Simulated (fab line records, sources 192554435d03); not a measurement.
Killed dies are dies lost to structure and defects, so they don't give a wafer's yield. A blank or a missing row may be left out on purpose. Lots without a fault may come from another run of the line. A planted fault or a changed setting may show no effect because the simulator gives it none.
Split-lot experiment | flow n5_finfet | 7 lots, 21 wafers read, on a route of 1938 steps

THE SPLIT
At N5_BEOL_M11_EXPOSE_08 (exposes mask M11), the setting dose_mj was moved away from the recipe's 53.75 on 9 of the 21 wafers read, by -5.9% to +3.2%. The other wafers ran this setting at the recipe's value.

FROM THE SPLIT TO THE READING: what the file shows between them, 19 steps
- N5_BEOL_M11_PEB_09: peb time 60 s
- N5_BEOL_M11_DEVELOP_10: develop time 30 s
- N5_BEOL_M11_CD_MEAS_11: target cd 64.1 nm
- N5_BEOL_M11_DESCUM_16: chemistry O2, time 7.9 s
- N5_BEOL_M11_ETCH_61: etches SiARC in CF4, target depth 39 nm, time 65 s
- N5_BEOL_M11_ETCH_62: etches SOC in N2/H2, target depth 110 nm, overetch 22 nm, time 165 s
- N5_BEOL_M11_STRIP_68: strips in N2/H2
- N5_BEOL_M11_STRIP_67: strips in CF4
- N5_BEOL_M11_HM_OPEN_17: chemistry Cl2/BCl3, target TiN, target depth 20 nm, overetch 6 nm
- N5_BEOL_M11_STRIP_19: strips in O2
- N5_BEOL_M11_CD_MEAS_18: pitch 140 nm, target cd 70 nm
- N5_BEOL_M11_TRENCH_ETCH_37: etches SiCOH lowk in C4F6/O2, target depth 148.83 nm, time 48 s (also split here: time_s)
- N5_BEOL_M11_ETCH_41: etches SiCN in CH3F/O2, target depth 42.6 nm, time 86 s (also split here: time_s)
- N5_BEOL_M11_STRIP_77: strips in N2/H2, time 10 s
- N5_BEOL_M11_OCD_MEAS_38
- N5_BEOL_M11_HM_STRIP_39: strips TiN in peroxide tin strip, target depth 25 nm, time 158 s
- N5_BEOL_M11_SRD_40: time 30 s
- N5_BEOL_M11_PRECLEAN_42: cleans in residue remover, time 60 s
- N5_BEOL_M11_SRD_43: time 30 s

THE READING
cd_nm, in nm, at N5_BEOL_M11_CD_MEAS_35 (target cd 70 nm). Fault-free wafers of this fab line usually give 69.9 nm, standard deviation 0.61 nm.

wafer  | tool, chamber at the split | dose_mj as run | against the recipe | cd_nm, nm | against lot-mates on the recipe
L075.2 | arfi_scanner-03, 0         | 53.75          | recipe             | 69.7      | -
L075.4 | arfi_scanner-03, 0         | 52.47          | -2.4%              | 68.4      | -1.3
L075.5 | arfi_scanner-03, 0         | 52.47          | -2.4%              | 68.0      | -1.7
L077.1 | arfi_scanner-03, 0         | 55.47          | +3.2%              | 71.5      | no lot-mate on the recipe
L077.2 | arfi_scanner-03, 0         | 55.47          | +3.2%              | 71.7      | no lot-mate on the recipe
L077.3 | arfi_scanner-03, 0         | 55.47          | +3.2%              | 72.1      | no lot-mate on the recipe
L083.2 | arfi_scanner-01, 0         | 53.75          | recipe             | 69.9      | -
L083.4 | arfi_scanner-01, 0         | 53.75          | recipe             | 69.5      | -
L083.5 | arfi_scanner-01, 0         | 53.75          | recipe             | 69.4      | -
L080.1 | arfi_scanner-03, 0         | 50.9           | -5.3%              | 67.6      | -2.6
L080.3 | arfi_scanner-03, 0         | 53.75          | recipe             | 70.4      | -
L080.6 | arfi_scanner-03, 0         | 53.75          | recipe             | 70.0      | -
L085.3 | arfi_scanner-01, 0         | 53.75          | recipe             | 69.1      | -
L085.5 | arfi_scanner-01, 0         | 53.75          | recipe             | 69.8      | -
L085.6 | arfi_scanner-01, 0         | 53.75          | recipe             | 69.7      | -
L090.2 | arfi_scanner-03, 0         | 53.75          | recipe             | 70.3      | -
L090.5 | arfi_scanner-03, 0         | 51.52          | -4.1%              | 66.8      | -3.4
L090.6 | arfi_scanner-03, 0         | 53.75          | recipe             | 70.1      | -
L091.2 | arfi_scanner-03, 0         | 53.75          | recipe             | 70.4      | -
L091.3 | arfi_scanner-03, 0         | 50.56          | -5.9%              | 66.6      | -3.8
L091.4 | arfi_scanner-03, 0         | 50.56          | -5.9%              | 67.8      | -2.6

THE FIT
A straight line over all 21 wafers: cd_nm changes by +0.524 nm for each +1% of dose_mj; r = +0.95; the points scatter about the line by 0.5 nm.
The same after taking each lot's own level away (the mean of its wafers on the recipe; 18 wafers): +0.568 nm for each +1%; r = +0.96; scatter 0.41 nm.
On that fit, the largest move of dose_mj shifts the reading by 3.4 nm.
The lots' own levels span 69.53 to 70.40 nm, that is 1.4 times the standard deviation above.
So the lot-to-lot level changes the slope little: the two slopes agree.
Check: with one of the wafers moved furthest among these (-5.9%) left out of the fit, the line predicts -3.25 nm for it against its lot-mates. It came out at -3.8 nm against them.

OTHER SPLITS ON THESE WAFERS
These wafers also went through other splits before the reading. Each is held against what the fit with the lots' levels taken away leaves over:
other split on the same wafers    | wafers away from the commonest value | r with cd_nm (lot level and that fit taken away)
N5_BEOL_M11_TRENCH_ETCH_37 time_s | 6                                    | +0.23
N5_BEOL_M11_ETCH_41 time_s        | 5                                    | +0.13

THE WHOLE CHAIN: every reading that the file lists as answering this split, in the file's order
step                   | what it does                                                      | reading                                                                | change (the file's fit)               | r (the file's)
N5_BEOL_M11_CD_MEAS_11 | target cd 64.1 nm                                                 | cd_nm                                                                  | +0.6 nm for each +1% of the setting   | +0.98
N5_BEOL_M11_ETCH_61    | etches SiARC in CF4, target depth 39 nm, time 65 s                | BEOL_M11.cd_offset_nm (the simulator's own value, which no gauge read) | +0.564 nm for each +1% of the setting | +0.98
N5_BEOL_M11_HM_OPEN_17 | chemistry Cl2/BCl3, target TiN, target depth 20 nm, overetch 6 nm | BEOL_M11.cd_offset_nm (the simulator's own value, which no gauge read) | +0.576 nm for each +1% of the setting | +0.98
N5_BEOL_M11_CD_MEAS_18 | pitch 140 nm, target cd 70 nm                                     | cd_nm                                                                  | +0.593 nm for each +1% of the setting | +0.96
N5_BEOL_M11_CD_MEAS_35 | target cd 70 nm                                                   | cd_nm                                                                  | +0.585 nm for each +1% of the setting | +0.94

THE FILE'S OWN FIT
cd_nm changes by +0.585 nm for each +1% of dose_mj, r = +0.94.
